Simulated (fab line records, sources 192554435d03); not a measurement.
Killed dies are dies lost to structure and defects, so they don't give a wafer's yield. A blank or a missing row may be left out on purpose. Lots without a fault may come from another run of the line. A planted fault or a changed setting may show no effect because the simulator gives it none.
Chamber matching | flow n5_finfet | N5_BEOL_M2_DEP_57 on pecvd-04: 3 sister chambers
The step deposits SiCN from 3MS/NH3, target thk 8 nm, time 14 s. 18 wafers are shown with their chamber, then 9 later ones without.

WAFERS WITH THEIR CHAMBER
wafer  | chamber | chamber_pressure_Torr (Torr) | throttle_valve_pct (%) | showerhead_plenum_p_Torr (Torr)
L076.3 | 0       | 3.003                        | 8.9                    | 3.666
L076.4 | 2       | 2.999                        | 9.1                    | 3.654
L076.6 | 0       | 3.011                        | 9.0                    | 3.664
L078.1 | 0       | 3.007                        | 9.3                    | 3.656
L078.2 | 2       | 2.998                        | 9.1                    | 3.660
L078.5 | 0       | 3.006                        | 9.1                    | 3.665
L080.4 | 1       | 2.998                        | 9.0                    | 3.657
L080.5 | 2       | 3.004                        | 9.2                    | 3.664
L080.6 | 0       | 3.010                        | 9.0                    | 3.655
L084.2 | 1       | 3.014                        | 9.0                    | 3.660
L084.3 | 0       | 3.004                        | 9.0                    | 3.652
L084.6 | 0       | 2.996                        | 8.9                    | 3.655
L088.1 | 0       | 2.991                        | 8.8                    | 3.663
L088.5 | 0       | 3.004                        | 9.2                    | 3.646
L088.6 | 1       | 2.999                        | 8.8                    | 3.658
L089.1 | 0       | 3.008                        | 8.8                    | 3.665
L089.2 | 2       | 3.000                        | 8.4                    | 3.654
L089.6 | 2       | 2.993                        | 8.3                    | 3.654

SIGNATURES (means of the wafers above)
reading                  | chamber 0 | chamber 1 | chamber 2 | scatter within a chamber
chamber_pressure_Torr    | 3.00400   | 3.00367   | 2.99880   | 0.00617
throttle_valve_pct       | 9.000     | 8.933     | 8.820     | 0.26
showerhead_plenum_p_Torr | 3.65870   | 3.65833   | 3.65720   | 0.00583
Rule: a wafer's distance from a chamber is the root of the sum, over the readings, of the square of ((its reading less the chamber's mean) divided by the reading's scatter). The wafer belongs to the nearest chamber; if the next one is less than 2 further off, it can't be placed. The scatter: the root of (the sum of the squares of (reading less its chamber's mean) over the shown wafers, divided by (wafers less chambers)).

WAFERS WITHOUT THEIR CHAMBER
wafer  | chamber_pressure_Torr (Torr) | throttle_valve_pct (%) | showerhead_plenum_p_Torr (Torr)
L091.1 | 2.995                        | 8.7                    | 3.663
L091.4 | 3.002                        | 8.8                    | 3.656
L091.5 | 3.005                        | 8.6                    | 3.654
L093.2 | 2.990                        | 9.1                    | 3.653
L093.5 | 2.999                        | 8.9                    | 3.658
L093.6 | 2.999                        | 8.6                    | 3.661
L096.3 | 3.002                        | 9.1                    | 3.663
L096.4 | 2.999                        | 9.2                    | 3.663
L096.5 | 3.000                        | 9.3                    | 3.652

WHICH CHAMBER EACH WENT THROUGH
wafer  | from the rows above          | in truth
L091.1 | can't be placed: 2 or 1 or 0 | 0
L091.4 | can't be placed: 2 or 1 or 0 | 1
L091.5 | can't be placed: 2 or 1 or 0 | 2
L093.2 | can't be placed: 2 or 1 or 0 | 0
L093.5 | can't be placed: 2 or 1 or 0 | 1
L093.6 | can't be placed: 2 or 1 or 0 | 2
L096.3 | can't be placed: 0 or 1 or 2 | 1
L096.4 | can't be placed: 0 or 1 or 2 | 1
L096.5 | can't be placed: 0 or 1 or 2 | 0
Placed correctly: 0 of 9. Can't be placed from these rows: 9 (the true chamber is among the candidates in 9). Placed wrongly: 0.
